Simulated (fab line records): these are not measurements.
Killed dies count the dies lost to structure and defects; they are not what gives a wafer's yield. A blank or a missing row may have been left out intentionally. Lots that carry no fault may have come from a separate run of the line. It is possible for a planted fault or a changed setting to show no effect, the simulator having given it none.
Split-lot study + flow n5_finfet + on a route of 1938 steps: 7 lots, 39 wafers read

ABOUT THE SPLIT
At N5_BEOL_M8_ETCH_62 (etches SOC in N2/H2, target depth 110 nm, overetch 22 nm, time 165 s), the setting time_s was moved away from the recipe's 165 s on 18 of the 39 wafers read, by -21.4% to +60.0%. For the rest of the wafers, this setting stayed at what the recipe calls for.

FROM THE SPLIT TO THE READING: what the file shows between them, 9 steps
- N5_BEOL_M8_STRIP_68: strips in N2/H2
- N5_BEOL_M8_STRIP_67: strips in CF4
- N5_BEOL_M8_HM_OPEN_17: chemistry Cl2/BCl3, target TiN, target depth 20 nm, overetch 6 nm
- N5_BEOL_M8_STRIP_19: strips in O2
- N5_BEOL_M8_CD_MEAS_18: pitch 80 nm, target cd 40 nm
- N5_BEOL_M8_COAT_63: time 60 s, resist thk 60 nm
- N5_BEOL_M8_COAT_64: time 60 s, resist thk 12 nm
- N5_BEOL_M8_PRECLEAN_42: cleans in residue remover, time 60 s
- N5_BEOL_M8_SRD_43: time 30 s

THE READING
cd_nm at N5_BEOL_M8_CD_MEAS_35, given in nm (cd target 40 nm). On this fab line, fault-free wafers typically give 40.2 nm with a standard deviation of 0.49 nm.

| wafer  | tool, chamber at the split | time_s as run, s | against the recipe | cd_nm, nm | against lot-mates on the recipe |
|--------|----------------------------|------------------|--------------------|-----------|---------------------------------|
| L077.1 | rie_diel-06, 2             | 165              | recipe             | 41.3      | -                               |
| L077.2 | rie_diel-06, 3             | 244              | +47.9%             | 42.9      | +2.2                            |
| L077.3 | rie_diel-06, 0             | 165              | recipe             | 40.3      | -                               |
| L077.4 | rie_diel-06, 1             | 244              | +47.9%             | 41.7      | +1.0                            |
| L077.5 | rie_diel-06, 1             | 244              | +47.9%             | 42.4      | +1.7                            |
| L077.6 | rie_diel-06, 0             | 165              | recipe             | 40.5      | -                               |
| L080.1 | rie_diel-02, 3             | 165              | recipe             | 39.6      | -                               |
| L080.2 | rie_diel-02, 1             | 218.6            | +32.5%             | 41.1      | +1.1                            |
| L080.3 | rie_diel-02, 2             | 218.6            | +32.5%             | 41.3      | +1.3                            |
| L080.4 | rie_diel-02, 0             | 165              | recipe             | 40.5      | -                               |
| L080.5 | rie_diel-02, 3             | 165              | recipe             | 40.0      | -                               |
| L080.6 | rie_diel-02, 2             | 218.6            | +32.5%             | 41.5      | +1.5                            |
| L081.1 | rie_diel-04, 1             | 264              | +60.0%             | 42.5      | +2.4                            |
| L081.2 | rie_diel-04, 2             | 165              | recipe             | 40.0      | -                               |
| L081.3 | rie_diel-04, 3             | 165              | recipe             | 40.2      | -                               |
| L081.4 | rie_diel-04, 0             | 264              | +60.0%             | 42.0      | +1.9                            |
| L081.5 | rie_diel-04, 3             | 165              | recipe             | 40.2      | -                               |
| L081.6 | rie_diel-04, 2             | 264              | +60.0%             | 42.4      | +2.3                            |
| L083.1 | rie_diel-02, 0,2           | 129.7            | -21.4%             | 39.6      | -0.6                            |
| L083.2 | rie_diel-02, 0,2           | 129.7            | -21.4%             | 39.4      | -0.8                            |
| L083.3 | rie_diel-02, 1             | 165              | recipe             | 40.4      | -                               |
| L083.4 | rie_diel-02, 3             | 165              | recipe             | 39.7      | -                               |
| L083.5 | rie_diel-02, 1             | 165              | recipe             | 40.4      | -                               |
| L083.6 | rie_diel-02, 2             | 129.7            | -21.4%             | 40.0      | -0.2                            |
| L087.1 | rie_diel-06, 1             | 245.8            | +49.0%             | 41.5      | +1.5                            |
| L087.2 | rie_diel-06, 2             | 245.8            | +49.0%             | 41.5      | +1.5                            |
| L087.3 | rie_diel-06, 3             | 165              | recipe             | 40.3      | -                               |
| L087.4 | rie_diel-06, 0             | 165              | recipe             | 39.8      | -                               |
| L087.5 | rie_diel-06, 3             | 245.8            | +49.0%             | 42.0      | +2.0                            |
| L087.6 | rie_diel-06, 0             | 165              | recipe             | 39.8      | -                               |
| L096.1 | rie_diel-04, 0             | 165              | recipe             | 39.7      | -                               |
| L096.2 | rie_diel-04, 1             | 229.7            | +39.2%             | 41.2      | +1.6                            |
| L096.3 | rie_diel-04, 2             | 229.7            | +39.2%             | 40.5      | +0.9                            |
| L096.4 | rie_diel-04, 3             | 165              | recipe             | 40.3      | -                               |
| L096.5 | rie_diel-04, 2             | 165              | recipe             | 38.8      | -                               |
| L096.6 | rie_diel-04, 1             | 229.7            | +39.2%             | 41.1      | +1.5                            |
| L097.2 | rie_diel-04, 2             | 165              | recipe             | 40.4      | -                               |
| L097.3 | rie_diel-04, 1             | 165              | recipe             | 40.5      | -                               |
| L097.5 | rie_diel-04, 2             | 165              | recipe             | 40.8      | -                               |
If several chambers appear in one row, that row covers several wafers at once and the file leaves open which wafer was in which chamber.

FIT RESULTS
A straight line over all 39 wafers: cd_nm changes by +0.0333 nm for each +1% of time_s; r = +0.87; the points scatter about the line by 0.49 nm.
The same after taking each lot's own level away (the mean of its wafers on the recipe; 39 wafers): +0.0341 nm for each +1%; r = +0.93; scatter 0.35 nm.
According to that fit, moving time_s by its largest amount changes the reading by 2 nm.
Measured against the standard deviation above, the lots' own levels, which go from 39.60 to 40.70 nm, span 2.2 times it.
The two slopes are in agreement: the lot-to-lot level therefore moves the slope only a little.
Check: with one of the wafers moved furthest among these (+60.0%) left out of the fit, the line predicts +2.06 nm for it against its lot-mates. It came out at +2.37 nm against them.

THE OTHER SPLITS THESE WAFERS WENT THROUGH
Other splits were also applied to these wafers ahead of the reading. Each is held against what the fit with the lots' levels taken away leaves over:
| other split on the same wafers     | wafers away from the commonest value | r with cd_nm (lot level and that fit taken away) |
|------------------------------------|--------------------------------------|--------------------------------------------------|
| N5_BEOL_M4_DESCUM_33 time_s        | 18                                   | +0.29                                            |
| N5_BEOL_M6_ILD_DEP_00 target_thk_a | 12                                   | -0.22                                            |

THE WHOLE CHAIN: every reading that the file lists as answering this split, in the file's order
| step                  | what it does                                                         | reading                                                                          | change (the file's fit)                | r (the file's) |
|-----------------------|----------------------------------------------------------------------|----------------------------------------------------------------------------------|----------------------------------------|----------------|
| N5_BEOL_M8_ETCH_62    | etches SOC in N2/H2, target depth 110 nm, overetch 22 nm, time 165 s | SiARC_of_BEOL_M8_COAT_60.thk_nm (the simulator's own value, which no gauge read) | -0.0688 nm for each +1% of the setting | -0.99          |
| N5_BEOL_M8_ETCH_62    | etches SOC in N2/H2, target depth 110 nm, overetch 22 nm, time 165 s | BEOL_M8.cd_offset_nm (the simulator's own value, which no gauge read)            | +0.0314 nm for each +1% of the setting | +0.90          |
| N5_BEOL_M8_HM_OPEN_17 | chemistry Cl2/BCl3, target TiN, target depth 20 nm, overetch 6 nm    | etch.depth_nm (the simulator's own value, which no gauge read)                   | -0.153 nm for each +1% of the setting  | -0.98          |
| N5_BEOL_M8_CD_MEAS_18 | pitch 80 nm, target cd 40 nm                                         | cd_nm                                                                            | +0.0386 nm for each +1% of the setting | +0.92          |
| N5_BEOL_M8_CD_MEAS_35 | target cd 40 nm                                                      | cd_nm                                                                            | +0.035 nm for each +1% of the setting  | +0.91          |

THE FILE'S OWN FIT
cd_nm changes by +0.035 nm for each +1% of time_s, r = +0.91.
